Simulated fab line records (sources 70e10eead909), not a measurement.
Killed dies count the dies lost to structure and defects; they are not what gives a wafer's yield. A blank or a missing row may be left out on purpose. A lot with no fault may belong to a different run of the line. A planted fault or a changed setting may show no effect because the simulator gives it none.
fab line records / flow nand-harc / part 2 of 2: steps 24 to 35 of 35
record lots=5 wafers=15 last-day=33
route steps=1302 shown A_STAIRCASE@811
lots that met no fault: from a run of the same line without faults
start-h: hours from the record's opening day to when the first of the lot's shown wafers began / wait-h: how many hours have passed since the lot's step before this one / " identical to the entry in the row above / L1.1+2: several wafers, shown together as one row / - either no value or no given start / * or withheld: withheld / < > ~ a bound
route shown NAME@n: NAME is a module with steps in the file, n the number in the route of the first one / usual: mean and standard deviation over wafers with no fault / same: alike in all rows / chamber/n: place in a boat / sites: each site's reading / _std_site: standard deviation across them / _edge_site: the outer-site mean with the inner-site mean subtracted / radius-mm: for every site, how far away it sits from the centre of the wafer / mask NAME#n: copy n / behind: the last tool/chamber to shape the wafer / hold: reason for holding the lot/hours on hold/outcome of the hold / device: whichever transistor did not switch (one of n, p or np) / end of line: tests run on the same wafers once the route is complete / for a step that has no rows: nothing shown but its recipe / killed: the dies lost at the first sort to structure and to defects; this is not the yield of the wafer / map: per-die view of a wafer (x killed, . not killed, _ where there is no die)
set.NAME: the setting as run; set.NAME@STEP: as run at that earlier step / model.NAME: the simulator's own value behind a step, which no gauge read
lots seen at some steps along the route; tables by step, rows by wafer
services: a tool's chamber out of use, with start hour (start-h, from the record's first day; less than 0 if before it), hours out, and reason
## steps
# step NHARC_A_STAIRCASE_STRIP_316
# recipe o2-flow-sccm=500 ar-flow-sccm=0 bias-w=0 chemistry=O2
# usual drypump-motor-current-A=5.6/0.45 oes-product-au=0.998/0.012 rf-vpp-V=57.8/0.97 showerhead-plenum-p-Torr=3.50/0.16 throttle-valve-pct=17.037/0.0088
lot.wafer=L076.3 tool=rie-diel-02 chamber=1 start-h=- wait-h=- drypump-motor-current-A=5.2 oes-product-au=1.009 rf-hours-counter-h=4 rf-vpp-V=57.7 showerhead-plenum-p-Torr=3.74 throttle-valve-pct=17.037
lot.wafer=L076.4 tool=rie-diel-02 chamber=0 start-h=- wait-h=- drypump-motor-current-A=5.2 oes-product-au=1.004 rf-hours-counter-h=3 rf-vpp-V=59.2 showerhead-plenum-p-Torr=3.62 throttle-valve-pct=17.039
lot.wafer=L076.6 tool=rie-diel-02 chamber=2 start-h=- wait-h=- drypump-motor-current-A=6.0 oes-product-au=0.995 rf-hours-counter-h=- rf-vpp-V=57.7 showerhead-plenum-p-Torr=3.49 throttle-valve-pct=17.033
lot.wafer=L080.2 tool=rie-diel-10 chamber=0 start-h=- wait-h=- drypump-motor-current-A=6.0 oes-product-au=1.010 rf-hours-counter-h=3 rf-vpp-V=60.4 showerhead-plenum-p-Torr=3.77 throttle-valve-pct=17.034
lot.wafer=L080.3 tool=rie-diel-10 chamber=1 start-h=- wait-h=- drypump-motor-current-A=6.0 oes-product-au=0.992 rf-hours-counter-h=3 rf-vpp-V=58.8 showerhead-plenum-p-Torr=3.31 throttle-valve-pct=17.051
lot.wafer=L080.1 tool=rie-diel-10 chamber=3 start-h=- wait-h=- drypump-motor-current-A=5.0 oes-product-au=0.993 rf-hours-counter-h=3 rf-vpp-V=57.6 showerhead-plenum-p-Torr=3.40 throttle-valve-pct=17.031
lot.wafer=L088.2 tool=rie-diel-10 chamber=2 start-h=- wait-h=- drypump-motor-current-A=4.8 oes-product-au=0.999 rf-hours-counter-h=34 rf-vpp-V=58.7 showerhead-plenum-p-Torr=3.38 throttle-valve-pct=17.039
lot.wafer=L088.4 tool=rie-diel-10 chamber=0 start-h=- wait-h=- drypump-motor-current-A=6.0 oes-product-au=1.004 rf-hours-counter-h=38 rf-vpp-V=59.0 showerhead-plenum-p-Torr=3.75 throttle-valve-pct=17.042
lot.wafer=L088.3 tool=rie-diel-10 chamber=1 start-h=- wait-h=- drypump-motor-current-A=5.9 oes-product-au=1.012 rf-hours-counter-h=37 rf-vpp-V=57.2 showerhead-plenum-p-Torr=3.29 throttle-valve-pct=17.033
lot.wafer=L092.2 tool=rie-diel-10 chamber=1 start-h=- wait-h=- drypump-motor-current-A=5.9 oes-product-au=1.018 rf-hours-counter-h=54 rf-vpp-V=54.7 showerhead-plenum-p-Torr=3.28 throttle-valve-pct=17.045
lot.wafer=L092.5 tool=rie-diel-10 chamber=0 start-h=- wait-h=- drypump-motor-current-A=6.0 oes-product-au=1.023 rf-hours-counter-h=- rf-vpp-V=57.8 showerhead-plenum-p-Torr=3.74 throttle-valve-pct=17.046
lot.wafer=L092.6 tool=rie-diel-10 chamber=1 start-h=- wait-h=- drypump-motor-current-A=5.9 oes-product-au=1.012 rf-hours-counter-h=- rf-vpp-V=56.0 showerhead-plenum-p-Torr=3.28 throttle-valve-pct=17.036
lot.wafer=L095.1 tool=rie-diel-10 chamber=3 start-h=- wait-h=- drypump-motor-current-A=5.0 oes-product-au=0.994 rf-hours-counter-h=3 rf-vpp-V=57.7 showerhead-plenum-p-Torr=3.37 throttle-valve-pct=17.033
lot.wafer=L095.2 tool=rie-diel-10 chamber=1 start-h=- wait-h=- drypump-motor-current-A=5.9 oes-product-au=1.001 rf-hours-counter-h=2 rf-vpp-V=58.3 showerhead-plenum-p-Torr=3.81 throttle-valve-pct=17.050
lot.wafer=L095.5 tool=rie-diel-10 chamber=3 start-h=- wait-h=- drypump-motor-current-A=5.0 oes-product-au=0.998 rf-hours-counter-h=- rf-vpp-V=57.6 showerhead-plenum-p-Torr=3.37 throttle-valve-pct=17.045
# step NHARC_A_STAIRCASE_STRIP_317
# recipe time-s=900 temp-c=130 chemistry=SPM
lot.wafer=L076.4+6+3 tool=wet-bench-04 chamber=2,4,6 start-h=416.74 wait-h=-
lot.wafer=L080.1+2+3 tool=wet-bench-01 chamber=7,0,1 start-h=447.41 wait-h=-
lot.wafer=L088.3+2+4 tool=wet-bench-04 chamber=6,1,2 start-h=538.56 wait-h=-
lot.wafer=L092.5+6+2 tool=wet-bench-01 chamber=4,5,7 start-h=581.20 wait-h=-
lot.wafer=L095.5+1+2 tool=wet-bench-01 chamber=6,7,0 start-h=611.52 wait-h=-
# step NHARC_A_STAIRCASE_PRECLEAN_318
# recipe time-s=* temp-c=50 bath-age-min=0 chemistry=SC1
lot.wafer=L076.4+6+3 tool=wet-bench-04 chamber=2,4,6 start-h=- wait-h=-
lot.wafer=L080.1+2+3 tool=wet-bench-01 chamber=7,0,1 start-h=- wait-h=-
lot.wafer=L088.3+2+4 tool=wet-bench-04 chamber=6,1,2 start-h=- wait-h=-
lot.wafer=L092.5+6+2 tool=wet-bench-01 chamber=4,5,7 start-h=- wait-h=-
lot.wafer=L095.5+1+2 tool=wet-bench-01 chamber=6,7,0 start-h=- wait-h=-
# step NHARC_A_STAIRCASE_SRD_329
lot.wafer=L076.4+6+3 tool=wet-bench-04 chamber=2,4,6 start-h=- wait-h=-
lot.wafer=L080.1+2+3 tool=wet-bench-01 chamber=7,0,1 start-h=- wait-h=-
lot.wafer=L088.3+2+4 tool=wet-bench-04 chamber=6,1,2 start-h=- wait-h=-
lot.wafer=L092.5+6+2 tool=wet-bench-01 chamber=4,5,7 start-h=- wait-h=-
lot.wafer=L095.5+1+2 tool=wet-bench-01 chamber=6,7,0 start-h=- wait-h=-
# step NHARC_A_STAIRCASE_ALD_415
# recipe target-thk-a=300 pulse-time-s=6 ald-cycles=300 temp-c=300 material=SiO2
# usual heater-power-w=487/35 precursor-pulse-height-rel=0.998/0.019
lot.wafer=L076.4 tool=ald-hk-01 chamber=3 start-h=417.25 wait-h=0.1 heater-power-w=457 precursor-pulse-height-rel=0.997
lot.wafer=L076.3 tool=ald-hk-01 chamber=2 start-h=418.64 wait-h=1.5 heater-power-w=494 precursor-pulse-height-rel=0.995
lot.wafer=L076.6 tool=ald-hk-01 chamber=0 start-h=418.64 wait-h=1.5 heater-power-w=503 precursor-pulse-height-rel=1.044
lot.wafer=L080.2 tool=ald-hk-01 chamber=2 start-h=448.47 wait-h=0.6 heater-power-w=498 precursor-pulse-height-rel=0.994
lot.wafer=L080.3 tool=ald-hk-01 chamber=0 start-h=448.47 wait-h=0.6 heater-power-w=515 precursor-pulse-height-rel=1.002
lot.wafer=L080.1 tool=ald-hk-01 chamber=1 start-h=448.47 wait-h=0.6 heater-power-w=457 precursor-pulse-height-rel=0.984
lot.wafer=L088.3 tool=ald-hk-01 chamber=3 start-h=539.09 wait-h=0.1 heater-power-w=480 precursor-pulse-height-rel=0.972
lot.wafer=L088.4 tool=ald-hk-01 chamber=1 start-h=539.09 wait-h=0.1 heater-power-w=489 precursor-pulse-height-rel=0.968
lot.wafer=L088.2 tool=ald-hk-01 chamber=2 start-h=539.09 wait-h=0.1 heater-power-w=530 precursor-pulse-height-rel=1.017
lot.wafer=L092.2 tool=ald-hk-01 chamber=2 start-h=581.70 wait-h=0.1 heater-power-w=519 precursor-pulse-height-rel=1.000
lot.wafer=L092.5 tool=ald-hk-01 chamber=2 start-h=581.70 wait-h=0.1 heater-power-w=528 precursor-pulse-height-rel=1.044
lot.wafer=L092.6 tool=ald-hk-01 chamber=3 start-h=581.70 wait-h=0.1 heater-power-w=479 precursor-pulse-height-rel=0.989
lot.wafer=L095.1 tool=ald-hk-01 chamber=0 start-h=612.26 wait-h=0.3 heater-power-w=497 precursor-pulse-height-rel=1.013
lot.wafer=L095.2 tool=ald-hk-01 chamber=2 start-h=612.26 wait-h=0.3 heater-power-w=522 precursor-pulse-height-rel=1.007
lot.wafer=L095.5 tool=ald-hk-01 chamber=0 start-h=612.26 wait-h=0.3 heater-power-w=494 precursor-pulse-height-rel=0.984
# step NHARC_A_STAIRCASE_ETCHBACK_416
# recipe target-depth-a=360 time-s=7.2 c4f8-flow-sccm=withheld o2-flow-sccm=8 ar-flow-sccm=withheld rf-w=600 bias-w=800 chemistry=C4F8/O2/Ar
# usual oes-product-au=0.931/0.026 rf-vpp-V=721/4.5
lot.wafer=L076.3 tool=rie-diel-07 chamber=0 start-h=420.75 wait-h=1.7 oes-product-au=0.913 rf-hours-counter-h=33 rf-vpp-V=718
lot.wafer=L076.4 tool=rie-diel-07 chamber=1 start-h=420.75 wait-h=1.7 oes-product-au=0.907 rf-hours-counter-h=38 rf-vpp-V=725
lot.wafer=L076.6 tool=rie-diel-07 chamber=2 start-h=420.75 wait-h=1.7 oes-product-au=0.932 rf-hours-counter-h=- rf-vpp-V=717
lot.wafer=L080.3 tool=rie-diel-10 chamber=0 start-h=- wait-h=- oes-product-au=0.926 rf-hours-counter-h=7 rf-vpp-V=731
lot.wafer=L080.1 tool=rie-diel-10 chamber=2 start-h=- wait-h=- oes-product-au=0.934 rf-hours-counter-h=5 rf-vpp-V=718
lot.wafer=L080.2 tool=rie-diel-10 chamber=3 start-h=- wait-h=- oes-product-au=0.918 rf-hours-counter-h=5 rf-vpp-V=720
lot.wafer=L088.4 tool=rie-diel-10 chamber=3 start-h=- wait-h=- oes-product-au=0.927 rf-hours-counter-h=37 rf-vpp-V=719
lot.wafer=L088.2 tool=rie-diel-10 chamber=0 start-h=- wait-h=- oes-product-au=0.922 rf-hours-counter-h=40 rf-vpp-V=730
lot.wafer=L088.3 tool=rie-diel-10 chamber=1 start-h=- wait-h=- oes-product-au=0.933 rf-hours-counter-h=39 rf-vpp-V=717
lot.wafer=L092.2 tool=rie-diel-02 chamber=0 start-h=- wait-h=- oes-product-au=1.009 rf-hours-counter-h=1 rf-vpp-V=725
lot.wafer=L092.5 tool=rie-diel-02 chamber=2 start-h=- wait-h=- oes-product-au=0.984 rf-hours-counter-h=- rf-vpp-V=721
lot.wafer=L092.6 tool=rie-diel-02 chamber=3 start-h=- wait-h=- oes-product-au=0.994 rf-hours-counter-h=- rf-vpp-V=728
lot.wafer=L095.2 tool=rie-diel-07 chamber=1 start-h=- wait-h=- oes-product-au=0.914 rf-hours-counter-h=40 rf-vpp-V=723
lot.wafer=L095.1 tool=rie-diel-07 chamber=3 start-h=- wait-h=- oes-product-au=0.919 rf-hours-counter-h=31 rf-vpp-V=723
lot.wafer=L095.5 tool=rie-diel-07 chamber=1 start-h=- wait-h=- oes-product-au=0.911 rf-hours-counter-h=- rf-vpp-V=722
# step NHARC_A_STAIRCASE_STRIP_476
# recipe time-s=20 o2-flow-sccm=500 ar-flow-sccm=0 bias-w=0 chemistry=O2
# usual drypump-motor-current-A=5.7/0.43 oes-product-au=0.999/0.0099 rf-vpp-V=57.6/0.81 showerhead-plenum-p-Torr=3.46/0.15 throttle-valve-pct=17.037/0.0087
lot.wafer=L076.3 tool=rie-diel-07 chamber=2 start-h=420.83 wait-h=0.1 drypump-motor-current-A=5.9 oes-product-au=0.993 rf-hours-counter-h=40 rf-vpp-V=56.6 showerhead-plenum-p-Torr=3.32 throttle-valve-pct=17.040
lot.wafer=L076.4 tool=rie-diel-07 chamber=0 start-h=420.83 wait-h=0.1 drypump-motor-current-A=5.8 oes-product-au=0.999 rf-hours-counter-h=33 rf-vpp-V=56.4 showerhead-plenum-p-Torr=3.36 throttle-valve-pct=17.054
lot.wafer=L076.6 tool=rie-diel-07 chamber=1 start-h=420.83 wait-h=0.1 drypump-motor-current-A=5.8 oes-product-au=1.000 rf-hours-counter-h=- rf-vpp-V=58.2 showerhead-plenum-p-Torr=3.54 throttle-valve-pct=17.051
lot.wafer=L080.2 tool=rie-diel-10 chamber=0 start-h=452.75 wait-h=0.2 drypump-motor-current-A=6.0 oes-product-au=1.013 rf-hours-counter-h=7 rf-vpp-V=57.9 showerhead-plenum-p-Torr=3.76 throttle-valve-pct=17.037
lot.wafer=L080.3 tool=rie-diel-10 chamber=1 start-h=452.75 wait-h=0.2 drypump-motor-current-A=6.0 oes-product-au=0.993 rf-hours-counter-h=7 rf-vpp-V=56.9 showerhead-plenum-p-Torr=3.30 throttle-valve-pct=17.032
lot.wafer=L080.1 tool=rie-diel-10 chamber=3 start-h=452.75 wait-h=0.2 drypump-motor-current-A=5.0 oes-product-au=1.005 rf-hours-counter-h=5 rf-vpp-V=57.5 showerhead-plenum-p-Torr=3.40 throttle-valve-pct=17.029
lot.wafer=L088.3 tool=rie-diel-10 chamber=1 start-h=541.37 wait-h=0.1 drypump-motor-current-A=5.9 oes-product-au=1.012 rf-hours-counter-h=39 rf-vpp-V=58.2 showerhead-plenum-p-Torr=3.29 throttle-valve-pct=17.036
lot.wafer=L088.4 tool=rie-diel-10 chamber=3 start-h=541.37 wait-h=0.1 drypump-motor-current-A=5.0 oes-product-au=0.997 rf-hours-counter-h=37 rf-vpp-V=56.3 showerhead-plenum-p-Torr=3.38 throttle-valve-pct=17.046
lot.wafer=L088.2 tool=rie-diel-10 chamber=0 start-h=541.37 wait-h=0.1 drypump-motor-current-A=6.0 oes-product-au=0.996 rf-hours-counter-h=40 rf-vpp-V=59.0 showerhead-plenum-p-Torr=3.75 throttle-valve-pct=17.042
lot.wafer=L092.2 tool=rie-diel-02 chamber=0 start-h=583.89 wait-h=0.1 drypump-motor-current-A=5.3 oes-product-au=1.002 rf-hours-counter-h=1 rf-vpp-V=58.9 showerhead-plenum-p-Torr=3.60 throttle-valve-pct=17.034
lot.wafer=L092.6 tool=rie-diel-02 chamber=1 start-h=583.89 wait-h=0.1 drypump-motor-current-A=5.3 oes-product-au=0.999 rf-hours-counter-h=- rf-vpp-V=57.9 showerhead-plenum-p-Torr=3.71 throttle-valve-pct=17.045
lot.wafer=L092.5 tool=rie-diel-02 chamber=2 start-h=583.89 wait-h=0.1 drypump-motor-current-A=6.0 oes-product-au=0.991 rf-hours-counter-h=- rf-vpp-V=57.4 showerhead-plenum-p-Torr=3.46 throttle-valve-pct=17.030
lot.wafer=L095.1 tool=rie-diel-07 chamber=3 start-h=614.22 wait-h=0.1 drypump-motor-current-A=6.3 oes-product-au=0.988 rf-hours-counter-h=31 rf-vpp-V=57.6 showerhead-plenum-p-Torr=3.54 throttle-valve-pct=17.046
lot.wafer=L095.2 tool=rie-diel-07 chamber=0 start-h=614.22 wait-h=0.1 drypump-motor-current-A=5.8 oes-product-au=0.988 rf-hours-counter-h=37 rf-vpp-V=58.6 showerhead-plenum-p-Torr=3.33 throttle-valve-pct=17.049
lot.wafer=L095.5 tool=rie-diel-07 chamber=3 start-h=614.22 wait-h=0.1 drypump-motor-current-A=6.3 oes-product-au=0.989 rf-hours-counter-h=- rf-vpp-V=58.5 showerhead-plenum-p-Torr=3.54 throttle-valve-pct=17.036
# step NHARC_A_STAIRCASE_DEP_417
# recipe target-thk-a=600 step-coverage-pct=20 temp-c=400 target-thk-nm=60 flow-sccm=200 rf-w=450 material=Si3N4
# usual heater-power-w=681/98
lot.wafer=L076.3 tool=pecvd-04 chamber=1 start-h=421.02 wait-h=- heater-power-w=709
lot.wafer=L076.4 tool=pecvd-04 chamber=2 start-h=421.02 wait-h=- heater-power-w=600
lot.wafer=L076.6 tool=pecvd-04 chamber=1 start-h=421.02 wait-h=- heater-power-w=703
lot.wafer=L080.2 tool=pecvd-03 chamber=2 start-h=452.85 wait-h=- heater-power-w=870
lot.wafer=L080.1 tool=pecvd-03 chamber=0 start-h=452.85 wait-h=- heater-power-w=575
lot.wafer=L080.3 tool=pecvd-03 chamber=1 start-h=452.85 wait-h=- heater-power-w=645
lot.wafer=L088.3 tool=pecvd-03 chamber=1 start-h=541.47 wait-h=- heater-power-w=644
lot.wafer=L088.2 tool=pecvd-03 chamber=2 start-h=541.47 wait-h=- heater-power-w=735
lot.wafer=L088.4 tool=pecvd-03 chamber=1 start-h=541.47 wait-h=- heater-power-w=649
lot.wafer=L092.2 tool=pecvd-02 chamber=0 start-h=584.03 wait-h=- heater-power-w=653
lot.wafer=L092.6 tool=pecvd-02 chamber=2 start-h=584.03 wait-h=- heater-power-w=670
lot.wafer=L092.5 tool=pecvd-02 chamber=1 start-h=584.03 wait-h=- heater-power-w=813
lot.wafer=L095.2 tool=pecvd-02 chamber=2 start-h=614.36 wait-h=- heater-power-w=602
lot.wafer=L095.1 tool=pecvd-02 chamber=0 start-h=614.36 wait-h=- heater-power-w=618
lot.wafer=L095.5 tool=pecvd-02 chamber=2 start-h=614.36 wait-h=- heater-power-w=615
# step NHARC_A_STAIRCASE_WET_418
# recipe temp-c=160 target-depth-a=200 chemistry=H3PO4
lot.wafer=L076.3+4+6 tool=wet-h3po4-01 chamber=1 start-h=422.92 wait-h=-
lot.wafer=L080.1+2+3 tool=wet-h3po4-02 chamber=1 start-h=454.84 wait-h=-
lot.wafer=L088.2+3+4 tool=wet-h3po4-01 chamber=0 start-h=543.46 wait-h=-
lot.wafer=L092.2+5+6 tool=wet-h3po4-01 chamber=1 start-h=585.71 wait-h=-
lot.wafer=L095.1+2+5 tool=wet-h3po4-01 chamber=1 start-h=616.31 wait-h=-
# step NHARC_A_STAIRCASE_PRECLEAN_419
# recipe time-s=* temp-c=50 bath-age-min=0 chemistry=SC1
lot.wafer=L076.3+4+6 tool=wet-bench-01 chamber=6,0,1 start-h=423.49 wait-h=0.0
lot.wafer=L080.1+2+3 tool=wet-bench-03 chamber=6,0,1 start-h=455.42 wait-h=0.0
lot.wafer=L088.4+2+3 tool=wet-bench-04 chamber=1,2,5 start-h=544.04 wait-h=0.0
lot.wafer=L092.6+2+5 tool=wet-bench-03 chamber=7,0,1 start-h=586.31 wait-h=0.0
lot.wafer=L095.1+2+5 tool=wet-bench-01 chamber=4,5,6 start-h=616.89 wait-h=0.0
# step NHARC_A_STAIRCASE_SRD_421
lot.wafer=L076.3+4+6 tool=wet-bench-01 chamber=6,0,1 start-h=- wait-h=-
lot.wafer=L080.1+2+3 tool=wet-bench-03 chamber=6,0,1 start-h=- wait-h=-
lot.wafer=L088.4+2+3 tool=wet-bench-04 chamber=1,2,5 start-h=- wait-h=-
lot.wafer=L092.6+2+5 tool=wet-bench-03 chamber=7,0,1 start-h=- wait-h=-
lot.wafer=L095.1+2+5 tool=wet-bench-01 chamber=4,5,6 start-h=- wait-h=-
# step NHARC_A_STAIRCASE_ALD_420
# recipe target-thk-a=200 pulse-time-s=6 ald-cycles=200 temp-c=300 material=SiO2
# usual heater-power-w=480/36 precursor-pulse-height-rel=0.998/0.018
lot.wafer=L076.4 tool=ald-hk-01 chamber=1 start-h=423.94 wait-h=- heater-power-w=462 precursor-pulse-height-rel=1.002
lot.wafer=L076.3 tool=ald-hk-01 chamber=2 start-h=423.94 wait-h=- heater-power-w=492 precursor-pulse-height-rel=0.985
lot.wafer=L076.6 tool=ald-hk-01 chamber=0 start-h=423.94 wait-h=- heater-power-w=519 precursor-pulse-height-rel=0.972
lot.wafer=L080.1 tool=ald-hk-01 chamber=0 start-h=455.57 wait-h=- heater-power-w=508 precursor-pulse-height-rel=1.003
lot.wafer=L080.3 tool=ald-hk-01 chamber=2 start-h=455.57 wait-h=- heater-power-w=492 precursor-pulse-height-rel=1.003
lot.wafer=L080.2 tool=ald-hk-01 chamber=3 start-h=455.57 wait-h=- heater-power-w=437 precursor-pulse-height-rel=0.980
lot.wafer=L088.2 tool=ald-hk-02 chamber=2 start-h=544.18 wait-h=- heater-power-w=473 precursor-pulse-height-rel=1.014
lot.wafer=L088.3 tool=ald-hk-02 chamber=3 start-h=544.18 wait-h=- heater-power-w=408 precursor-pulse-height-rel=0.983
lot.wafer=L088.4 tool=ald-hk-02 chamber=0 start-h=544.18 wait-h=- heater-power-w=558 precursor-pulse-height-rel=1.023
lot.wafer=L092.2 tool=ald-hk-03 chamber=0 start-h=586.74 wait-h=- heater-power-w=447 precursor-pulse-height-rel=0.982
lot.wafer=L092.5 tool=ald-hk-03 chamber=2 start-h=586.74 wait-h=- heater-power-w=478 precursor-pulse-height-rel=1.011
lot.wafer=L092.6 tool=ald-hk-03 chamber=3 start-h=586.74 wait-h=- heater-power-w=505 precursor-pulse-height-rel=1.024
lot.wafer=L095.2 tool=ald-hk-01 chamber=3 start-h=618.02 wait-h=- heater-power-w=489 precursor-pulse-height-rel=0.981
lot.wafer=L095.1 tool=ald-hk-01 chamber=0 start-h=618.02 wait-h=- heater-power-w=480 precursor-pulse-height-rel=0.999
lot.wafer=L095.5 tool=ald-hk-01 chamber=0 start-h=618.02 wait-h=- heater-power-w=491 precursor-pulse-height-rel=0.963
## services
tool=rie-diel-02 chamber=- start-h=394.69 hours=9.0 kind=pm
tool=wet-bench-04 chamber=- start-h=403.20 hours=8.0 kind=pm
tool=rie-diel-10 chamber=- start-h=420.51 hours=9.0 kind=pm
tool=rie-diel-02 chamber=0 start-h=421.82 hours=34.6 kind=repair
tool=rie-diel-07 chamber=- start-h=432.78 hours=0.3 kind=repair
tool=litho-track-03 chamber=- start-h=450.00 hours=7.0 kind=pm
tool=wet-bench-01 chamber=- start-h=453.60 hours=8.0 kind=pm
tool=rie-diel-10 chamber=- start-h=461.80 hours=3.5 kind=repair
tool=rie-diel-02 chamber=1 start-h=466.26 hours=16.5 kind=repair
tool=rie-diel-07 chamber=- start-h=472.53 hours=9.0 kind=pm
tool=litho-track-05 chamber=- start-h=474.00 hours=7.0 kind=pm
tool=rie-diel-02 chamber=1 start-h=500.29 hours=7.4 kind=repair
tool=rie-diel-02 chamber=2 start-h=503.14 hours=1.3 kind=repair
tool=rie-diel-07 chamber=0 start-h=503.72 hours=12.5 kind=repair
tool=rie-diel-07 chamber=3 start-h=521.53 hours=16.0 kind=repair
tool=rie-diel-02 chamber=0 start-h=539.74 hours=2.6 kind=repair
tool=rie-diel-02 chamber=2 start-h=541.20 hours=28.6 kind=repair
tool=rie-diel-02 chamber=- start-h=559.32 hours=0.6 kind=repair
tool=rie-diel-02 chamber=- start-h=571.69 hours=9.0 kind=pm
tool=wet-bench-04 chamber=- start-h=579.20 hours=8.0 kind=pm
tool=rie-diel-10 chamber=3 start-h=581.32 hours=4.8 kind=repair
tool=rie-diel-02 chamber=- start-h=592.64 hours=0.9 kind=repair
tool=rie-diel-10 chamber=- start-h=597.51 hours=9.0 kind=pm
tool=rie-diel-10 chamber=2 start-h=615.70 hours=9.7 kind=repair
